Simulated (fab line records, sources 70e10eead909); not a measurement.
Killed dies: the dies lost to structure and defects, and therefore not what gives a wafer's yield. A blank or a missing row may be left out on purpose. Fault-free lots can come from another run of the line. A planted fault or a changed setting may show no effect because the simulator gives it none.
Matching of chambers -- flow nand-harc -- 4 sister chambers for NHARC_P_ZERO_WELL_DESCUM_54 on rie-diel-13
The step chemistry O2, time 3 s. 14 wafers are shown with their chamber, then 7 later ones without.

## EACH WAFER AND ITS CHAMBER
wafer,chamber,showerhead-plenum-p-Torr (Torr),drypump-motor-current-A (A),rf-vpp-V (V)
L077.2,2,1.87,5.4,57.0
L077.5,1,1.78,6.5,57.5
L077.6,0,2.07,5.9,58.7
L078.1,1,1.78,6.5,56.6
L078.2,0,2.07,5.9,60.0
L078.3,2,1.87,5.4,56.9
L078.4,3,1.79,5.9,56.5
L078.5,0,2.07,5.9,59.4
L078.6,1,1.78,6.5,56.5
L083.3,2,1.86,5.4,57.1
L083.4,1,1.78,6.5,58.2
L083.5,3,1.79,5.9,57.2
L089.1,3,1.78,5.8,57.3
L089.4,1,1.77,6.5,56.6

SIGNATURES, as means of the wafers listed above
reading,chamber 0,chamber 1,chamber 2,chamber 3,scatter within a chamber
showerhead-plenum-p-Torr,2.0700,1.7780,1.8667,1.7867,0.00462
drypump-motor-current-A,5.900,6.500,5.400,5.867,0.0258
rf-vpp-V,59.367,57.080,57.000,57.000,0.589
Rule: for each reading, subtract the chamber's mean from the wafer's reading, divide by that reading's scatter and square the result; add these up over the readings and take the root, which gives the wafer's distance from the chamber. The wafer belongs to the nearest chamber; if the next one is less than 2 further off, it can't be placed. How the scatter is found: for the shown wafers, subtract from each reading the mean of its chamber, square and add these, divide the total by (wafers less chambers), then take the root.

## WAFERS MISSING THEIR CHAMBER
wafer,showerhead-plenum-p-Torr (Torr),drypump-motor-current-A (A),rf-vpp-V (V)
L089.6,1.77,6.5,57.7
L090.1,1.77,6.5,56.4
L090.2,1.86,5.4,58.6
L090.5,1.86,5.4,56.5
L095.1,1.78,5.8,58.2
L095.2,2.05,5.9,58.9
L095.3,1.77,6.5,58.6

## WHICH CHAMBER EACH ONE RAN IN
wafer,from the rows above,in truth
L089.6,1,1
L090.1,1,1
L090.2,2,2
L090.5,2,2
L095.1,3,3
L095.2,0,0
L095.3,1,1
Correct placement for 7 of the 7. Not placeable from these rows: 0. Number placed wrongly: 0.
